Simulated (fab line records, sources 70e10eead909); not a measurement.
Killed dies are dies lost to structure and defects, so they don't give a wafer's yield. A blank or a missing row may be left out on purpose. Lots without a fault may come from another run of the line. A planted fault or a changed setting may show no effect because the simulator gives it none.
Which tool did it? | flow nand_harc | 12 lots, 36 wafers sampled, at 4 steps of a route of 1159

WHAT THE GAUGES READ, wafer by wafer
NHARC_END_SORT_01.
lot  | measured     | on        | defect_limited_yield (%) | killed_at_array | killed_at_other | killed_at_periphery | killed_dies | killed_open | killed_short | sort_bin_2_pct (%) | sort_bin_3_pct (%) | sort_bin_4_pct (%) | sort_n_pass | sort_rim_yield_pct (%) | sort_yield_pct (%)
L852 | day 19 05:39 | prober-01 | 97.2 96.9 96.0           | 18 20 24        | 0 1 1           | 1 0 2               | 19 21 27    | 5 3 3       | 1 0 2        | 0.7 0.7 1.2        | 0 0 0              | 2.1 2.4 2.8        | 658 656 650 | 99.1 99.1 97.2         | 97.2 96.9 96.0
L853 | day 19 21:26 | prober-01 | 96.2 96.6 94.7           | 17 14 28        | 1 2 0           | 8 7 8               | 26 23 36    | 5 4 5       | 2 3 3        | 1.6 0.6 1.8        | 0.44 0.15 0.30     | 1.8 2.7 3.2        | 651 654 641 | 100.0 96.2 96.2        | 96.2 96.6 94.7
L855 | day 19 13:36 | prober-02 | 97.8 98.1 97.6           | 15 12 14        | 0 0 0           | 0 1 2               | 15 13 16    | 3 1 2       | 2 2 3        | 0.7 0.6 0.6        | 0 0.15 0           | 1.5 1.2 1.8        | 662 664 661 | 98.1 98.1 99.1         | 97.8 98.1 97.6
L854 | day 20 06:02 | prober-01 | 94.5 95.3 92.8           | 35 29 48        | 0 0 0           | 2 3 1               | 37 32 49    | 2 4 3       | 0 2 2        | 1.9 1.3 2.2        | 0.59 0.15 0.30     | 3.0 3.2 4.7        | 640 645 628 | 99.1 95.3 99.1         | 94.5 95.3 92.8
L864 | day 22 05:32 | prober-02 | 4.9 3.5 5.8              | 20 16 15        | 2 0 0           | 622 637 623         | 644 653 638 | 9 0 3       | 1 1 2        | 92.8 94.5 92.0     | 0.15 0.30 0.30     | 2.2 1.6 1.9        | 33 24 39    | 20.8 12.3 21.7         | 4.9 3.5 5.8
L865 | day 23 13:31 | prober-02 | 4.1 5.6 6.1              | 46 29 38        | 0 1 1           | 603 609 597         | 649 639 636 | 5 3 5       | 2 3 1        | 91.0 91.0 89.8     | 0.59 0.44 0.15     | 4.3 3.0 4.0        | 28 38 41    | 14.2 17.9 23.6         | 4.1 5.6 6.1
L867 | day 23 07:27 | prober-01 | 5.0 4.3 3.5              | 34 29 38        | 0 1 4           | 609 618 611         | 643 648 653 | 1 5 2       | 1 2 0        | 91.4 92.2 93.1     | 0.89 0.15 0.44     | 2.7 3.4 3.0        | 34 29 24    | 18.9 0 13.2            | 5.0 4.3 3.5
L871 | day 24 05:10 | prober-02 | 97.0 98.4 95.4           | 15 9 23         | 0 0 1           | 5 2 7               | 20 11 31    | 2 2 5       | 1 1 6        | 0.9 0.4 1.8        | 0.15 0.15 0        | 1.9 1.0 2.8        | 657 666 646 | 97.2 100.0 94.3        | 97.0 98.4 95.4
L870 | day 24 12:55 | prober-02 | 95.0 94.5 94.4           | 29 27 33        | 0 0 0           | 5 10 5              | 34 37 38    | 1 2 6       | 2 2 3        | 1.9 1.0 1.8        | 0.15 0.74 0.30     | 3.0 3.7 3.5        | 643 640 639 | 97.2 98.1 98.1         | 95.0 94.5 94.4
L873 | day 24 07:20 | prober-01 | 91.6 90.4 92.8           | 53 64 48        | 0 0 0           | 4 1 1               | 57 65 49    | 3 1 2       | 4 1 1        | 2.7 3.2 2.1        | 0.15 0.74 0.30     | 5.6 5.6 4.9        | 620 612 628 | 96.2 98.1 94.3         | 91.6 90.4 92.8
L872 | day 24 00:21 | prober-01 | 92.8 94.2 95.4           | 42 36 26        | 0 0 1           | 7 3 4               | 49 39 31    | 6 4 6       | 3 0 1        | 3.2 1.2 0.6        | 0.30 0.30 0        | 3.7 4.3 4.0        | 628 638 646 | 96.2 96.2 96.2         | 92.8 94.2 95.4
L875 | day 24 23:37 | prober-02 | 95.9 96.8 96.3           | 26 22 20        | 0 0 2           | 2 0 3               | 28 22 25    | 5 1 7       | 0 2 2        | 1.5 0.4 0.9        | 0 0.15 0.44        | 2.7 2.7 2.4        | 649 655 652 | 96.2 97.2 97.2         | 95.9 96.8 96.3

WHICH TOOL RAN EACH LOT (tool, then ch and the chambers of the sampled wafers, then the start)
lot  | NHARC_P_CONTACT_CVD_23                   | NHARC_P_M0_DESCUM_14               | NHARC_P_M0_STRIP_18
L852 | cvd_w-01 ch 0,1, day 5 15:16 or earlier  | rie_diel-04 ch 2,3, day 5 15:16    | rie_diel-11 ch 1,2,3, day 5 15:41
L853 | cvd_w-02 ch 0,1, day 6 01:19 or earlier  | rie_diel-04 ch 0,2,3, day 6 01:19  | rie_diel-11 ch 0,1,3, day 6 01:42
L855 | cvd_w-02 ch 0,1, day 6 14:50 or earlier  | rie_diel-11 ch 0,2,3, day 6 14:50  | rie_diel-04 ch 0,1,2, day 6 15:16
L854 | cvd_w-01 ch 0,1, day 6 15:07 or earlier  | rie_diel-07 ch 1,2,3, day 6 15:07  | rie_diel-11 ch 2,3, day 6 15:31
L864 | cvd_w-02 ch 0,1, day 9 00:07 or earlier  | rie_diel-07 ch 0,2,3, day 9 00:07  | rie_diel-07 ch 0,1,3, day 9 00:31
L865 | cvd_w-01 ch 0,1, day 9 11:34 or earlier  | rie_diel-04 ch 1,2, day 9 11:34    | rie_diel-07 ch 0,1,3, day 9 12:01
L867 | cvd_w-01 ch 0,1, day 9 12:06 or earlier  | rie_diel-11 ch 0,1,2, day 9 12:06  | rie_diel-04 ch 1,3, day 9 12:29
L871 | cvd_w-01 ch 0,1, day 10 18:03 or earlier | rie_diel-04 ch 0,2,3, day 10 18:03 | rie_diel-04 ch 0,2,3, day 10 18:29
L870 | cvd_w-01 ch 0,1, day 10 18:38 or earlier | rie_diel-11 ch 0,1,2, day 10 18:38 | rie_diel-04 ch 0,1,3, day 10 19:04
L873 | cvd_w-02 ch 0,1, day 10 19:35 or earlier | rie_diel-11 ch 0,3, day 10 19:35   | rie_diel-04 ch 0,2,3, day 10 20:02
L872 | cvd_w-02 ch 0,1, day 10 21:19 or earlier | rie_diel-11 ch 0,3, day 10 21:19   | rie_diel-07 ch 0,1,2, day 10 21:44
L875 | cvd_w-02 ch 0,1, day 11 06:01 or earlier | rie_diel-11 ch 0,1,2, day 11 06:01 | rie_diel-07 ch 0,3, day 11 06:24
- NHARC_P_CONTACT_CVD_23: deposits W, target thk 200 nm, time 557 s.
- NHARC_P_M0_DESCUM_14: chemistry O2, time 3 s.
- NHARC_P_M0_STRIP_18: strips in N2/H2.

WHAT THE TOOLS THEMSELVES READ (means of the sampled wafers that have a number; where no wafer has one, the mark that the record gives instead)
NHARC_P_CONTACT_CVD_23.
lot  | tool     | heater_power_w (W) | throttle_valve_pct (%)
L852 | cvd_w-01 | 490                | 7.89
L853 | cvd_w-02 | 477                | 8.03
L855 | cvd_w-02 | 472                | 7.97
L854 | cvd_w-01 | 483                | 7.86
L864 | cvd_w-02 | 467                | 7.94
L865 | cvd_w-01 | 493                | 7.84
L867 | cvd_w-01 | 489                | 7.92
L871 | cvd_w-01 | 491                | 7.89
L870 | cvd_w-01 | 481                | 7.92
L873 | cvd_w-02 | 468                | 7.85
L872 | cvd_w-02 | 465                | 7.66
L875 | cvd_w-02 | 466                | 7.85

NHARC_P_M0_DESCUM_14.
lot  | tool        | drypump_motor_current_A (A) | oes_product_au (a.u.) | rf_vpp_V (V) | showerhead_plenum_p_Torr (Torr) | throttle_valve_pct (%)
L852 | rie_diel-04 | 6.4                         | 1.001                 | 56.8         | 1.87                            | 11.314
L853 | rie_diel-04 | 6.2                         | 0.989                 | 57.8         | 1.93                            | 11.308
L855 | rie_diel-11 | 5.7                         | 0.994                 | 58.2         | 1.84                            | 11.310
L854 | rie_diel-07 | 5.3                         | 0.994                 | 58.1         | 1.92                            | 11.308
L864 | rie_diel-07 | 5.6                         | 0.998                 | 57.7         | 1.92                            | 11.307
L865 | rie_diel-04 | 5.7                         | 1.002                 | 58.0         | 1.97                            | 11.310
L867 | rie_diel-11 | 5.6                         | 0.996                 | 57.4         | 1.84                            | 11.306
L871 | rie_diel-04 | 6.2                         | 0.998                 | 57.3         | 1.93                            | 11.316
L870 | rie_diel-11 | 5.7                         | 1.001                 | 57.7         | 1.84                            | 11.320
L873 | rie_diel-11 | 5.6                         | 0.995                 | 57.4         | 1.87                            | 11.308
L872 | rie_diel-11 | 5.6                         | 0.995                 | 57.7         | 1.87                            | 11.317
L875 | rie_diel-11 | 5.6                         | 1.003                 | 58.3         | 1.84                            | 11.303

NHARC_P_M0_STRIP_18.
lot  | tool        | chamber_pressure_mTorr (mTorr) | drypump_motor_current_A (A) | oes_product_au (a.u.) | rf_vpp_V (V) | showerhead_plenum_p_Torr (Torr) | throttle_valve_pct (%)
L852 | rie_diel-11 | 30.019                         | 5.3                         | 0.996                 | 90.6         | 1.92                            | 14.176
L853 | rie_diel-11 | 30.018                         | 5.2                         | 1.006                 | 89.5         | 1.97                            | 14.171
L855 | rie_diel-04 | 30.001                         | 5.8                         | 0.996                 | 90.9         | 2.12                            | 14.174
L854 | rie_diel-11 | 30.006                         | 5.3                         | 0.999                 | 89.7         | 1.91                            | 14.174
L864 | rie_diel-07 | -                              | -                           | -                     | -            | -                               | -
L865 | rie_diel-07 | -                              | -                           | -                     | -            | -                               | -
L867 | rie_diel-04 | -                              | -                           | -                     | -            | -                               | -
L871 | rie_diel-04 | 29.997                         | 6.2                         | 0.998                 | 91.1         | 2.06                            | 14.173
L870 | rie_diel-04 | 30.026                         | 5.8                         | 1.004                 | 90.3         | 2.10                            | 14.172
L873 | rie_diel-04 | 29.983                         | 6.2                         | 1.001                 | 91.2         | 2.06                            | 14.175
L872 | rie_diel-07 | 30.001                         | 5.6                         | 0.998                 | 90.8         | 1.97                            | 14.168
L875 | rie_diel-07 | 29.987                         | 5.7                         | 0.995                 | 90.6         | 2.02                            | 14.176

THE ANSWER, worked out from the rows above alone
Rule: what is usual is taken from the lots themselves. Put in order of their means at a reading, lots are off if they are a third of the lots or fewer, leave a main group of 4 or more, and stand apart from it by a gap of 3 or more times the standard deviation of the main group's means; of several such gaps the widest counts. A main group whose means are all the same, to the digits that the tables above print for the reading, isn't used. A lot without any number at a reading at which 4 lots or more have one is off too. The other lots that the step has rows for count as sound. The gauges are gone through in route order, then the tools' own readings, and for those a lot's mean is taken as printed above. The first step at which some lot is off is used, and at that step the reading that is off furthest; a lot without a number counts as furthest.
Off: L864, L865, L867, at NHARC_END_SORT_01 (killed_at_periphery). The main group: mean 3.5, standard deviation 2.4.
A tool fits if, at a process step before that reading, it ran every lot that is off, and no sound lot after the first of them. The gauges at NHARC_END_SORT_01 aren't tried: what is off there is off at NHARC_P_M0_STRIP_18 too, on other tools, and a gauge's error can't cause that. NHARC_P_CONTACT_CVD_23 gives no start for some lots, so the hours and the order of its lots are those of NHARC_P_M0_DESCUM_14. None of those tried fits.

WHAT THE SIMULATOR HAD PUT IN
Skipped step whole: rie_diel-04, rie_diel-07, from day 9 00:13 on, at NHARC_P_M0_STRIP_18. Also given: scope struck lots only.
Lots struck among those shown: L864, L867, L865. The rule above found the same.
